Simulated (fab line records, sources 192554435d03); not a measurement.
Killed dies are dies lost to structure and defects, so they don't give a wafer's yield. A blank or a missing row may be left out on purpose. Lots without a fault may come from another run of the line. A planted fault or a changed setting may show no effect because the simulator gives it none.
Chamber matching | flow n5_finfet | N5_BEOL_M7_STRIP_67 on rie_diel-04: 4 sister chambers
The step strips in CF4. 4 wafers are shown with their chamber, then 12 later ones without.

WAFERS WITH THEIR CHAMBER
wafer  | chamber | showerhead_plenum_p_Torr (Torr)
L087.5 | 1       | 1.77
L090.1 | 2       | 1.84
L090.2 | 0       | 1.68
L090.3 | 3       | 1.78

WAFERS WITHOUT THEIR CHAMBER
wafer  | showerhead_plenum_p_Torr (Torr)
L090.4 | 1.77
L090.5 | 1.68
L090.6 | 1.78
L089.1 | 1.78
L089.5 | 1.77
L089.6 | 1.84
L094.1 | 1.68
L094.2 | 1.76
L094.3 | 1.78
L096.2 | 1.78
L096.4 | 1.68
L096.5 | 1.78

WHICH CHAMBER EACH WENT THROUGH
wafer  | from the rows above | in truth
L090.4 | 1                   | 1
L090.5 | 0                   | 0
L090.6 | 3                   | 3
L089.1 | 3                   | 3
L089.5 | 1                   | 1
L089.6 | 2                   | 2
L094.1 | 0                   | 0
L094.2 | 1                   | 1
L094.3 | 3                   | 3
L096.2 | 3                   | 3
L096.4 | 0                   | 0
L096.5 | 3                   | 3
Placed correctly: 12 of 12. Can't be placed from these rows: 0. Placed wrongly: 0.
How it was worked out, from the rows above alone: a wafer's distance from a chamber is the root of the sum, over the readings, of the square of ((its reading less the chamber's mean) divided by the reading's scatter). The wafer belongs to the nearest chamber; if the next one is less than 2 further off, it can't be placed. A chamber's mean is the mean of its shown wafers. The scatter: with one shown wafer a chamber, the root of the mean of the squares of how far each hidden wafer lies from its nearest shown one.
